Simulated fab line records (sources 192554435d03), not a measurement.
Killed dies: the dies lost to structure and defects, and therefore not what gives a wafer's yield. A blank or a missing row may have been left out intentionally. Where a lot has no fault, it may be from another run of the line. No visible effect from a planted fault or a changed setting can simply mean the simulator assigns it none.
fab line records	flow n5Finfet	part 2 of 2: steps 4 to 6 of 6
record: lots: 20	wafers: 60	lastDay: 20
route steps=1938 shown BEOL_M8@1354
lots that met no fault: from a run of the same line without faults
startH: hours from the record's first day to the start of the lot's first wafer shown	waitH: hours since the lot's step before	" same as the row above	L1.1+2: a single row standing in for several wafers	- no value, or no start given	* or withheld: withheld	< > ~ a bound
route shown NAME@n: NAME is a module with steps in the file, n the number in the route of the first one	usual: average and standard deviation across the fault-free wafers	same: alike in all rows	chamber/n: place in a boat	sites: readings site by site	_std_site: standard deviation across them	_edge_site: outer sites' mean less inner sites'	radiusMm: how far each site lies from the wafer's centre	mask NAME#n: copy n	behind: the last tool/chamber to shape the wafer	hold: reason for holding the lot/hours on hold/outcome of the hold	device: which transistor (n, p or np) failed to switch	end of line: tests run on the same wafers once the route is complete	a step without rows: its recipe alone	killed: dies lost to structure and defects at the first sort, not the wafer's yield	map: a wafer's dies, x killed, . not, _ none there
set.NAME: the setting the step ran with; set.NAME@STEP: the setting that earlier step ran with	model.NAME: the simulator's own value behind a step, which no gauge read
steps of the route over a sample of lots; a table a step, a row a wafer
services: when a tool's chamber went out of use (startH, in hours from the record's first day, below 0 if earlier), for how many hours, and the reason
== steps ==
step: N5_BEOL_M8_STRIP_80
recipe: chemistry: N2/H2	timeS: 10	powerW: 450	tempC: 40	pressureMtorr: 20	rfFrequencyHz: 6e+07	biasPowerW: 7	n2FlowSccm: 200	h2FlowSccm: 200
usual: chamberPressureMTorr: 20.002/0.019	drypumpMotorCurrentA: 5.6/0.41	oesProductAu: 0.81/0.099	rfVppV: 59.2/0.89	showerheadPlenumPTorr: 2.54/0.098	throttleValvePct: 23.5/0.4
lot.wafer	tool	chamber	startH	waitH	chamberPressureMTorr	drypumpMotorCurrentA	oesProductAu	rfHoursCounterH	rfVppV	showerheadPlenumPTorr	throttleValvePct
L074.2	rieDiel-04	1	-	-	20.000	6.2	0.71	193	58.4	2.42	23.8
L074.3	"	2	"	"	20.020	5.6	0.88	45	57.8	2.57	23.6
L074.5	"	3	"	"	20.028	5.5	0.75	-	60.1	2.42	23.4
L075.3	rieDiel-01	2	-	-	20.022	5.1	0.70	229	60.0	2.53	24.4
L075.5	"	1	"	"	19.994	5.8	0.77	-	60.0	2.68	23.6
L075.6	"	2	"	"	20.025	5.1	0.69	-	60.0	2.53	24.4
L078.1	rieDiel-01	0	-	-	19.980	6.3	0.98	2	58.8	2.58	23.2
L078.3	"	1	"	"	20.012	5.8	0.77	141	59.6	2.68	23.6
L078.6	"	2	"	"	19.974	5.1	0.69	-	60.0	2.53	24.4
L076.1	rieDiel-04	0	-	-	20.022	5.8	0.76	157	58.7	2.55	23.4
L076.4	"	3	"	"	20.033	5.5	0.75	174	59.0	2.41	23.4
L076.5	"	3	"	"	19.983	5.5	0.74	-	56.2	2.41	23.4
L077.1	rieDiel-05	1	-	-	20.001	6.2	0.75	165	58.7	2.50	23.9
L077.4	"	1	"	"	19.987	6.1	0.75	-	59.6	2.50	23.9
L077.5	"	0	"	"	19.987	5.1	0.72	-	58.6	2.41	23.8
L083.2	rieDiel-01	0	-	-	20.018	6.3	0.96	12	58.1	2.57	23.2
L083.5	"	0	"	"	19.986	6.3	0.95	-	58.3	2.57	23.2
L083.6	"	1	"	"	20.009	5.9	0.77	-	58.6	2.67	23.6
L082.2	rieDiel-05	2	-	-	19.994	5.2	0.98	1	59.0	2.56	23.0
L082.4	"	0	"	"	20.009	5.2	0.71	-	58.1	2.41	23.8
L082.5	"	3	"	"	19.970	5.5	0.98	-	60.9	2.67	22.8
L084.1	rieDiel-04	0	-	-	20.007	5.8	0.76	166	59.5	2.55	23.4
L084.4	"	2	"	"	20.013	5.6	0.85	74	60.2	2.56	23.7
L084.6	"	1	"	"	20.027	6.2	0.68	-	58.2	2.41	23.8
L085.1	rieDiel-04	2	-	-	19.992	5.6	0.84	78	59.9	2.56	23.7
L085.2	"	3	"	"	20.013	5.5	0.72	191	59.4	2.40	23.4
L085.4	"	1	"	"	20.000	6.2	0.69	224	58.5	2.41	23.8
L088.1	rieDiel-01	3	-	-	20.001	5.0	0.72	190	57.4	2.39	23.5
L088.2	"	1	"	"	19.985	5.8	0.76	161	59.0	2.67	23.6
L088.6	"	0	"	"	19.986	6.3	0.91	-	58.0	2.57	23.2
L087.1	rieDiel-04	2	-	-	19.972	5.6	0.82	84	59.9	2.56	23.7
L087.2	"	1	"	"	19.963	6.1	0.68	230	57.2	2.41	23.8
L087.4	"	0	"	"	19.978	5.8	0.75	174	59.3	2.54	23.4
L089.1	rieDiel-01	0	-	-	20.011	6.2	0.89	31	60.0	2.57	23.3
L089.2	"	1	"	"	20.038	5.8	0.75	167	60.5	2.66	23.7
L089.6	"	3	"	"	20.014	5.1	0.72	-	59.1	2.39	23.5
L086.2	rieDiel-05	1	-	-	20.024	6.2	0.73	182	57.5	2.50	23.9
L086.4	"	2	"	"	19.978	5.3	0.91	21	58.8	2.55	23.0
L086.6	"	0	"	"	20.014	5.1	0.70	-	58.5	2.40	23.8
L091.1	rieDiel-01	3	-	-	20.020	5.0	0.72	201	58.4	2.39	23.5
L091.4	"	0	"	"	20.018	6.2	0.89	36	58.7	2.56	23.3
L091.5	"	0	"	"	19.995	6.2	0.89	-	59.6	2.56	23.3
L093.3	rieDiel-05	2	-	-	20.038	5.3	0.90	27	59.8	2.55	23.0
L093.4	"	2	"	"	19.966	5.3	0.90	-	59.5	2.55	23.0
L093.6	"	3	"	"	20.014	5.5	0.92	-	59.5	2.66	22.8
L092.1	rieDiel-05	2	-	-	19.964	5.3	0.89	30	60.3	2.55	23.0
L092.3	"	1	"	"	20.021	6.2	0.73	191	60.1	2.49	23.9
L092.5	"	1	"	"	19.996	6.2	0.72	-	58.8	2.49	23.9
L090.1	rieDiel-05	1	-	-	20.011	6.2	0.72	193	57.2	2.49	23.9
L090.3	"	3	"	"	19.992	5.5	0.91	41	59.1	2.66	22.8
L090.5	"	1	"	"	20.012	6.2	0.73	-	60.6	2.49	23.9
L096.2	rieDiel-05	0	-	-	20.001	5.1	0.96	4	59.6	2.72	23.6
L096.3	"	2	"	"	19.982	5.3	0.88	40	58.6	2.54	23.0
L096.4	"	3	"	"	20.015	5.5	0.90	-	60.7	2.65	22.8
L097.1	rieDiel-01	0	-	-	19.991	6.3	0.88	49	57.6	2.56	23.3
L097.4	"	1	"	"	20.012	5.8	0.74	185	59.1	2.66	23.7
L097.6	"	0	"	"	20.002	6.2	0.86	-	59.4	2.56	23.3
L095.2	rieDiel-04	3	-	-	19.984	5.5	0.71	226	58.6	2.39	23.5
L095.4	"	3	"	"	19.970	5.5	0.70	-	58.7	2.39	23.5
L095.5	"	2	"	"	19.978	5.6	0.80	-	59.1	2.54	23.7
step: N5_BEOL_M8_CURE_75
recipe: tempC: 370	timeS: 120	ambient: DMADMS/He	material: SiCOH_lowk
usual: lampPowerPct: 52.32/0.052	wafer_temp_C_max: 371.6/0.73
lot.wafer	tool	chamber	startH	waitH	lampPowerPct	wafer_temp_C_max
L074.2	uvCure-03	0	236.03	0.1	52.34	371.2
L074.3	"	0	"	"	52.36	370.8
L074.5	"	0	"	"	52.41	371.0
L075.3	uvCure-02	0	256.45	0.1	52.20	372.8
L075.5	"	0	"	"	52.26	372.5
L075.6	"	0	"	"	52.38	372.9
L078.1	uvCure-03	2	261.03	0.0	52.40	371.2
L078.3	"	2	"	"	52.46	371.1
L078.6	"	2	"	"	52.30	371.4
L076.1	uvCure-01	1	266.09	0.0	52.34	372.5
L076.4	"	1	"	"	52.31	373.2
L076.5	"	1	"	"	52.31	373.0
L077.1	uvCure-02	1	266.25	0.0	52.35	371.0
L077.4	"	1	"	"	52.27	370.8
L077.5	"	1	"	"	52.33	370.8
L083.2	uvCure-03	2	285.03	0.1	52.39	370.6
L083.5	"	2	"	"	52.30	371.1
L083.6	"	2	"	"	52.36	371.2
L082.2	uvCure-03	1	287.63	0.1	52.36	371.3
L082.4	"	1	"	"	52.35	371.5
L082.5	"	1	"	"	52.36	371.3
L084.1	uvCure-03	0	304.35	0.0	52.29	370.7
L084.4	"	0	"	"	52.33	370.6
L084.6	"	0	"	"	52.29	371.3
L085.1	uvCure-03	0	312.56	0.0	52.41	370.7
L085.2	"	0	"	"	52.26	370.8
L085.4	"	0	"	"	52.35	371.0
L088.1	uvCure-01	2	321.60	0.1	52.33	371.0
L088.2	"	2	"	"	52.33	371.2
L088.6	"	2	"	"	52.34	371.1
L087.1	uvCure-03	2	330.13	0.0	52.32	371.4
L087.2	"	2	"	"	52.36	371.4
L087.4	"	2	"	"	52.31	371.3
L089.1	uvCure-01	1	332.39	0.0	52.25	372.2
L089.2	"	1	"	"	52.44	372.3
L089.6	"	1	"	"	52.40	373.0
L086.2	uvCure-03	2	337.96	0.1	52.30	371.3
L086.4	"	2	"	"	52.33	371.1
L086.6	"	2	"	"	52.31	371.3
L091.1	uvCure-02	2	341.42	0.0	52.41	371.6
L091.4	"	2	"	"	52.30	370.8
L091.5	"	2	"	"	52.32	371.4
L093.3	uvCure-03	1	355.13	0.1	52.31	371.3
L093.4	"	1	"	"	52.29	371.2
L093.6	"	1	"	"	52.26	371.5
L092.1	uvCure-03	2	358.74	0.0	52.32	370.9
L092.3	"	2	"	"	52.35	370.8
L092.5	"	2	"	"	52.29	371.4
L090.1	uvCure-02	0	362.53	0.0	52.37	372.8
L090.3	"	0	"	"	52.39	371.8
L090.5	"	0	"	"	52.30	372.3
L096.2	uvCure-02	0	377.04	0.1	52.31	372.2
L096.3	"	0	"	"	52.32	371.7
L096.4	"	0	"	"	52.22	372.0
L097.1	uvCure-03	2	388.17	0.0	52.32	371.0
L097.4	"	2	"	"	52.23	371.1
L097.6	"	2	"	"	52.31	370.6
L095.2	uvCure-01	0	392.53	0.1	52.29	372.6
L095.4	"	0	"	"	52.35	372.1
L095.5	"	0	"	"	52.37	372.8
step: N5_BEOL_M8_PRE_CLEAN_45
recipe: gas: H2/He	timeS: 30	tempC: 250
usual: heaterPowerW: 330/25
lot.wafer	tool	chamber	startH	waitH	heaterPowerW
L074.2	pvdSputter-01	-	236.51	0.0	368
L074.3	"	-	"	"	305
L074.5	"	-	"	"	296
L075.3	pvdSputter-01	-	257.13	0.0	339
L075.5	"	-	"	"	361
L075.6	"	-	"	"	350
L078.1	pvdSputter-02	-	261.94	0.0	305
L078.3	"	-	"	"	314
L078.6	"	-	"	"	342
L076.1	pvdSputter-02	-	266.78	0.0	343
L076.4	"	-	"	"	320
L076.5	"	-	"	"	302
L077.1	pvdSputter-02	-	266.98	0.0	323
L077.4	"	-	"	"	308
L077.5	"	-	"	"	325
L083.2	pvdSputter-01	-	287.24	0.0	349
L083.5	"	-	"	"	336
L083.6	"	-	"	"	369
L082.2	pvdSputter-01	-	288.24	0.0	295
L082.4	"	-	"	"	363
L082.5	"	-	"	"	373
L084.1	pvdSputter-01	-	306.34	0.0	346
L084.4	"	-	"	"	373
L084.6	"	-	"	"	380
L085.1	pvdSputter-03	-	313.17	0.0	308
L085.2	"	-	"	"	356
L085.4	"	-	"	"	337
L088.1	pvdSputter-03	-	322.29	0.0	314
L088.2	"	-	"	"	337
L088.6	"	-	"	"	351
L087.1	pvdSputter-01	-	330.89	0.0	374
L087.2	"	-	"	"	349
L087.4	"	-	"	"	336
L089.1	pvdSputter-02	-	333.02	0.0	316
L089.2	"	-	"	"	351
L089.6	"	-	"	"	313
L086.2	pvdSputter-02	-	338.75	0.0	320
L086.4	"	-	"	"	314
L086.6	"	-	"	"	345
L091.1	pvdSputter-01	-	341.84	0.0	343
L091.4	"	-	"	"	363
L091.5	"	-	"	"	357
L093.3	pvdSputter-02	-	355.46	0.0	313
L093.4	"	-	"	"	354
L093.6	"	-	"	"	308
L092.1	pvdSputter-01	-	359.11	0.0	343
L092.3	"	-	"	"	313
L092.5	"	-	"	"	340
L090.1	pvdSputter-01	-	362.91	0.0	298
L090.3	"	-	"	"	361
L090.5	"	-	"	"	338
L096.2	pvdSputter-02	-	377.46	0.0	316
L096.3	"	-	"	"	308
L096.4	"	-	"	"	345
L097.1	pvdSputter-02	-	388.62	0.0	352
L097.4	"	-	"	"	298
L097.6	"	-	"	"	304
L095.2	pvdSputter-03	-	393.25	0.0	311
L095.4	"	-	"	"	333
L095.5	"	-	"	"	367
== services ==
tool	chamber	startH	hours	kind
uvCure-02	-	218.37	3.4	pm
pvdSputter-01	-	219.23	4.0	repair
rieDiel-05	3	240.08	-	clean
rieDiel-05	3	240.08	-	consumableReplace:focusRing
rieDiel-05	3	240.08	-	consumableReplace:showerhead
rieDiel-05	3	240.08	25.9	scheduledDown
rieDiel-05	3	240.08	25.9	ventCycle
rieDiel-04	0	268.44	10.6	repair
rieDiel-05	2	269.41	-	clean
rieDiel-05	2	269.41	-	consumableReplace:focusRing
rieDiel-05	2	269.41	16.1	scheduledDown
rieDiel-05	2	269.41	16.1	ventCycle
rieDiel-04	3	273.77	2.0	repair
rieDiel-05	1	286.76	30.4	repair
rieDiel-01	1	313.20	6.2	repair
uvCure-03	-	316.49	1.0	pm
rieDiel-05	0	350.11	-	clean
rieDiel-05	0	350.11	-	consumableReplace:focusRing
rieDiel-01	-	351.84	15.6	pm
uvCure-03	-	366.47	1.9	repair
rieDiel-04	1	380.23	18.4	repair
rieDiel-04	0	386.71	4.0	repair
uvCure-03	-	388.72	3.4	pm
uvCure-02	-	389.42	8.5	repair
